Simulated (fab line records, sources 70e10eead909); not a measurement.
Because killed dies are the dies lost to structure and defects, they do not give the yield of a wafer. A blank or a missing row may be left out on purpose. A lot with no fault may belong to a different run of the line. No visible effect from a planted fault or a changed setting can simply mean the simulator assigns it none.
Problem report in the 8D (eight disciplines) form, filled by code ; flow nand harc ; the parts of the form that need people (team, actions taken, sign-off) are left out

1. WHAT IS WRONG
Wafers without a fault read 998 nm, standard deviation 8.9; thk nm at NHARC_A_ONON_D1_THK_MEAS_27 reads a mean of 1310 nm on 2 wafers belonging to 2 lots. That puts it +35 standard deviations away from the usual mean.
The step: measures by ellipsometry.
Seen first at day 10 03:11 on film metro-01, wafer L178.5. Wafers with a number at this step in the record: 35, from 12 lots. Rule for "out", or "out of limits": more than 4 standard deviations from the usual mean. All remaining wafers that have a number are taken as sound.

2. WHAT IT IS AND WHAT IT IS NOT
question;is;is not
which readings at this step;thk nm;-
which lots;L178, L179;L173, L174, L180, L185, L187, L189, L191, L193, L195, L196
which wafers of those lots;L178.5, L179.2;L178.6, L179.3, L179.6
read on which gauges;film metro-01, film metro-02;-
when;from day 10 03:11;"up to then (7 sound wafers); but 26 sound wafers of L179, L180, L185, L187, L189, L191, L193, L195, L196 came after"

3. THE SUSPECTS, EACH WITH WHAT RULES IT OUT
Counting: a tool at a process step up to the reading stays a suspect if it ran every lot that is out. Sound lots after the first of them don't rule it out here, since some wafers of a struck lot are sound.
- the gauge at NHARC_A_ONON_D1_THK_MEAS_27: ruled out. The wafers that are out were read on 2 gauges (film metro-01, film metro-02).
- rtp anneal-01 at NHARC_P_BONDPAD_ANNEAL_28 (time 90 s): kept. Ran every lot that is out, first one L178 (day 8 14:04); last sound lot up to then L174 (day 6 20:45).
- pecvd onon-01 at NHARC_A_ONON_D1_DEP_25 (target thk 1000 nm): kept. Ran every lot that is out, first one L178 (day 10 02:55); last sound lot up to then L173 (day 8 08:58).
What counting leaves: rtp anneal-01 at NHARC_P_BONDPAD_ANNEAL_28 and pecvd onon-01 at NHARC_A_ONON_D1_DEP_25.

4. THE CAUSE (what the simulator had put in)
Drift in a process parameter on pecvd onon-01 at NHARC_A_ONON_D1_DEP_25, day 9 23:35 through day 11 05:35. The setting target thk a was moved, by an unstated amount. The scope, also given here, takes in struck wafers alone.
Counting left 2 suspects, and this tool is among them.

5. SEQUENCE OF EFFECTS, ordered by route
Rows list readings where the struck wafers' mean (over those with a number) sits beyond 3 standard deviations from the usual. Scope: only readings with a usual standard deviation given in the record; hours: median across lots of the time from each lot's start at the first step in this table that gives one to its start at this step; sigmas: change in usual standard deviations.
hours;step;reading;usual;on struck wafers;change;sigmas
0;NHARC_A_ONON_D1_THK_MEAS_27;thk nm;998 nm;1310;+312;+35
399;NHARC_END_SORT_01;killed at array;56;672;+616;+34
399;NHARC_END_SORT_01;killed dies;61;677;+616;+32

6. WHAT WOULD HAVE CAUGHT IT SOONER
4 hours passed between the start of the fault at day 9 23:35 and the first reading out of limits at a measuring or inspecting step in this record, taken at day 10 03:11.
Lots out: 2; of these, L179 started NHARC_A_ONON_D1_DEP_25 on pecvd onon-01 after day 10 03:11. A hold on the tool at that time would have spared it.
